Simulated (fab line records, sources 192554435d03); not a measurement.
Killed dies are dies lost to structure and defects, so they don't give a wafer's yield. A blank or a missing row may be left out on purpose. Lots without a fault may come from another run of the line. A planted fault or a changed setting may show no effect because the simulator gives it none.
Tool commonality check | flow n5_finfet | 11 lots, 33 wafers sampled

WHY IT WAS OPENED
At N5_BEOL_M14_THK_MEAS_01 the reading M14_ILD_THK is flagged on 2 of 11 lots. Wafers without a fault read 1127 nm, standard deviation 18.
Rule: a lot is flagged when every wafer of it that has a number lies more than 4 standard deviations from that mean, or none has a number. The other lots count as sound.

lot  | measured     | on            | M14_ILD_THK (nm), wafer by wafer | flag
L873 | day 10 17:43 | film_metro-01 | 1118 1131 1136                   |
L876 | day 11 20:53 | film_metro-02 | 1106 1142 1170                   |
L877 | day 12 05:17 | film_metro-01 | 1139 1114 1111                   |
L879 | day 13 00:19 | film_metro-01 | 1662 1631 1649                   | FLAGGED
L881 | day 13 01:08 | film_metro-01 | 1634 1683 1652                   | FLAGGED
L887 | day 14 04:31 | film_metro-01 | 1132 1113 1105                   |
L890 | day 15 09:24 | film_metro-01 | 1130 1149 1174                   |
L892 | day 15 20:26 | film_metro-02 | 1114 1113 1128                   |
L891 | day 16 04:50 | film_metro-02 | 1132 1117 1117                   |
L893 | day 16 15:48 | film_metro-01 | 1122 1108 1138                   |
L896 | day 17 05:26 | film_metro-02 | 1123 1143 1130                   |
The numbers of the flagged lots are 1652 nm on average: +525 nm against the usual, or +29 standard deviations.

WHICH TOOL RAN EACH LOT
The record holds 2 process steps before the reading, out of a route of 1938 steps. In each cell: the tool, then ch and the chambers that the sampled wafers went through, then the start.
lot  | flag    | N5_BEOL_M13_STRIP_37                 | N5_BEOL_M14_ILD_DEP_00
L873 |         | plasma_asher-02 ch 0,1, day 10 12:06 | pecvd-03 ch 0,2, day 10 17:31
L876 |         | plasma_asher-01 ch 0,1, day 11 11:28 | pecvd-03 ch 1,2, day 11 20:42
L877 |         | plasma_asher-02 ch 0,1, day 12 02:38 | pecvd-04 ch 0,1, day 12 05:06
L879 | FLAGGED | plasma_asher-02 ch 0,1, day 12 19:55 | pecvd-03 ch 1,2, day 13 00:03
L881 | FLAGGED | plasma_asher-01 ch 0,1, day 12 20:13 | pecvd-03 ch 1,2, day 13 00:52
L887 |         | plasma_asher-01 ch 0,1, day 14 01:55 | pecvd-04 ch 0,1,2, day 14 04:20
L890 |         | plasma_asher-01 ch 0,1, day 15 06:14 | pecvd-01 ch 0,1,2, day 15 09:13
L892 |         | plasma_asher-02 ch 0, day 15 15:52   | pecvd-04 ch 0,1,2, day 15 20:15
L891 |         | plasma_asher-01 ch 0,1, day 15 22:47 | pecvd-04 ch 0,1, day 16 04:39
L893 |         | plasma_asher-02 ch 0,1, day 16 13:03 | pecvd-01 ch 0,1,2, day 16 15:37
L896 |         | plasma_asher-02 ch 0,1, day 17 00:07 | pecvd-04 ch 0,2, day 17 05:10
What these steps do:
- N5_BEOL_M13_STRIP_37: strips in N2/H2.
- N5_BEOL_M14_ILD_DEP_00: deposits SiO2 from TEOS/O2, target thk 1119.3 nm, time 237.4 s.
- N5_BEOL_M14_THK_MEAS_01

FLAGGED OVER TOTAL, TOOL BY TOOL (the gauges that took the reading come last)
step                    | tool            | lots run | flagged | share of the flagged lots | sound lots run after its first flagged lot
N5_BEOL_M13_STRIP_37    | plasma_asher-01 | 5        | 1       | some                      | 3 (L887,L890,L891)
N5_BEOL_M13_STRIP_37    | plasma_asher-02 | 6        | 1       | some                      | 3 (L892,L893,L896)
N5_BEOL_M14_ILD_DEP_00  | pecvd-01        | 2        | 0       | none                      | -
N5_BEOL_M14_ILD_DEP_00  | pecvd-03        | 4        | 2       | all                       | 0
N5_BEOL_M14_ILD_DEP_00  | pecvd-04        | 5        | 0       | none                      | -
N5_BEOL_M14_THK_MEAS_01 | film_metro-01   | 7        | 2       | all                       | 3 (L887,L890,L893)
N5_BEOL_M14_THK_MEAS_01 | film_metro-02   | 4        | 0       | none                      | -

WHAT THE TABLE ALLOWS
2 rows of the table ran every flagged lot: pecvd-03 at N5_BEOL_M14_ILD_DEP_00, film_metro-01 at N5_BEOL_M14_THK_MEAS_01.
- pecvd-03 at N5_BEOL_M14_ILD_DEP_00: 2 of its 4 lots flagged. Its last sound lot is L876 (day 11 20:42), its first flagged lot L879 (day 13 00:03): a fault that began between those two fits.
- film_metro-01 at N5_BEOL_M14_THK_MEAS_01: 2 of its 7 lots flagged. Sound lots ran on it after the first flagged one (L887, L890, L893), which a lasting fault on the whole tool wouldn't allow.
One tool is left: pecvd-03 at N5_BEOL_M14_ILD_DEP_00.

WHAT THE SIMULATOR HAD PUT IN
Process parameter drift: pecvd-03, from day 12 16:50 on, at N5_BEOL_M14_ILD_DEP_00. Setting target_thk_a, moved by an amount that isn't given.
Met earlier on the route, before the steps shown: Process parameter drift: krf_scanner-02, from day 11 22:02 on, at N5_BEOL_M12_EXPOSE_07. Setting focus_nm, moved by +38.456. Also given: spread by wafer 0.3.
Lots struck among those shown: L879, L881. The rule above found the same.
